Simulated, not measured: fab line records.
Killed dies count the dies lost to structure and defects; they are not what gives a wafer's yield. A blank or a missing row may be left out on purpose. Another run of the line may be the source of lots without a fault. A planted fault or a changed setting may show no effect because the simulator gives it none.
Matching of chambers -- flow nand harc -- 3 sister chambers for NHARC_P_BONDPAD_DEP_00 on pecvd-04
The step deposits SiCN, target thk 250 nm. 14 wafers are shown with their chamber, then 7 later ones without.

== WAFERS, EACH WITH ITS CHAMBER ==
wafer,chamber,heater power w (W)
L075.2,2,682
L075.3,0,478
L075.6,0,484
L077.1,1,582
L077.2,0,503
L077.5,1,611
L078.3,1,662
L078.4,1,687
L078.6,0,506
L087.3,2,669
L087.4,1,646
L087.6,2,676
L090.2,0,555
L090.5,2,689

SIGNATURES (means of the wafers above)
reading,chamber 0,chamber 1,chamber 2,scatter within a chamber
heater power w,505.20,637.60,679.00,31.3
Rule: for each reading, subtract the chamber's mean from the wafer's reading, divide by that reading's scatter and square the result; add these up over the readings and take the root, which gives the wafer's distance from the chamber. If the next closest chamber is less than 2 further off than the closest, the wafer can't be placed; otherwise it belongs to the closest. The scatter is the square root of a quotient: the sum, over the shown wafers, of each reading's squared deviation from its chamber's mean, divided by wafers minus chambers.

== WAFERS WHOSE CHAMBER IS MISSING ==
wafer,heater power w (W)
L090.6,561
L093.1,656
L093.2,476
L093.5,480
L096.1,654
L096.2,532
L096.4,550

== THE CHAMBER EACH PASSED THROUGH ==
wafer,from the rows above,in truth
L090.6,can't be placed: 0 or 1 or 2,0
L093.1,can't be placed: 1 or 2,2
L093.2,0,0
L093.5,0,0
L096.1,can't be placed: 1 or 2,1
L096.2,0,0
L096.4,can't be placed: 0 or 1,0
Correctly placed: 3 of 7. These rows do not allow placing 4 (true chamber among the candidates in 4). Placed wrongly: 0.
